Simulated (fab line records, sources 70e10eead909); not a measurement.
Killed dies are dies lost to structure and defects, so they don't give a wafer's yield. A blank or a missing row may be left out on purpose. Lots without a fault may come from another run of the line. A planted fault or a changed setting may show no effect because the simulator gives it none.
Chamber matching | flow nand_harc | NHARC_A_BONDPAD_ETCH_34 on rie_diel-02: 4 sister chambers
The step etches the open film in N2/H2, target depth 60 nm, overetch 18 nm, time 65.91 s. 16 wafers are shown with their chamber, then 8 later ones without.

WAFERS WITH THEIR CHAMBER
wafer  | chamber | drypump_motor_current_A (A) | oes_product_au (a.u.) | rf_vpp_V (V)
L395.2 | 1       | 5.2                         | 1.008                 | 427.9
L395.4 | 0       | 5.5                         | 0.983                 | 434.1
L395.6 | 1       | 5.2                         | 1.002                 | 427.3
L400.1 | 1       | 5.1                         | 1.008                 | 428.1
L400.2 | 2       | 5.3                         | 1.015                 | 430.4
L400.5 | 1       | 5.1                         | 1.006                 | 428.4
L398.3 | 1       | 5.2                         | 0.999                 | 428.2
L398.5 | 3       | 6.8                         | 0.982                 | 434.2
L398.6 | 0       | 5.5                         | 0.983                 | 435.0
L402.1 | 2       | 5.3                         | 1.017                 | 427.9
L402.4 | 1       | 5.2                         | 1.002                 | 427.6
L402.5 | 0       | 5.5                         | 0.972                 | 434.7
L401.1 | 2       | 5.3                         | 1.012                 | 430.4
L401.2 | 0       | 5.5                         | 0.986                 | 434.1
L401.3 | 1       | 5.2                         | 1.000                 | 428.8
L405.1 | 0       | 5.5                         | 0.981                 | 435.0

SIGNATURES (means of the wafers above)
reading                 | chamber 0 | chamber 1 | chamber 2 | chamber 3 | scatter within a chamber
drypump_motor_current_A | 5.500     | 5.171     | 5.300     | 6.800     | 0.0345
oes_product_au          | 0.98100   | 1.00357   | 1.01467   | 0.98200   | 0.00419
rf_vpp_V                | 434.580   | 428.043   | 429.567   | 434.200   | 0.736
Rule: a wafer's distance from a chamber is the root of the sum, over the readings, of the square of ((its reading less the chamber's mean) divided by the reading's scatter). The wafer belongs to the nearest chamber; if the next one is less than 2 further off, it can't be placed. The scatter: the root of (the sum of the squares of (reading less its chamber's mean) over the shown wafers, divided by (wafers less chambers)).

WAFERS WITHOUT THEIR CHAMBER
wafer  | drypump_motor_current_A (A) | oes_product_au (a.u.) | rf_vpp_V (V)
L405.2 | 5.1                         | 1.016                 | 428.1
L405.6 | 5.3                         | 1.025                 | 428.8
L406.1 | 6.7                         | 0.972                 | 433.4
L406.2 | 5.2                         | 1.010                 | 428.7
L406.3 | 5.5                         | 0.982                 | 433.6
L413.3 | 5.1                         | 1.002                 | 427.9
L413.5 | 5.5                         | 0.969                 | 434.2
L413.6 | 5.2                         | 1.000                 | 425.8

WHICH CHAMBER EACH WENT THROUGH
wafer  | from the rows above     | in truth
L405.2 | 1                       | 1
L405.6 | 2                       | 2
L406.1 | 3                       | 3
L406.2 | can't be placed: 1 or 2 | 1
L406.3 | 0                       | 0
L413.3 | 1                       | 1
L413.5 | 0                       | 0
L413.6 | 1                       | 1
Placed correctly: 7 of 8. Can't be placed from these rows: 1 (the true chamber is among the candidates in 1). Placed wrongly: 0.
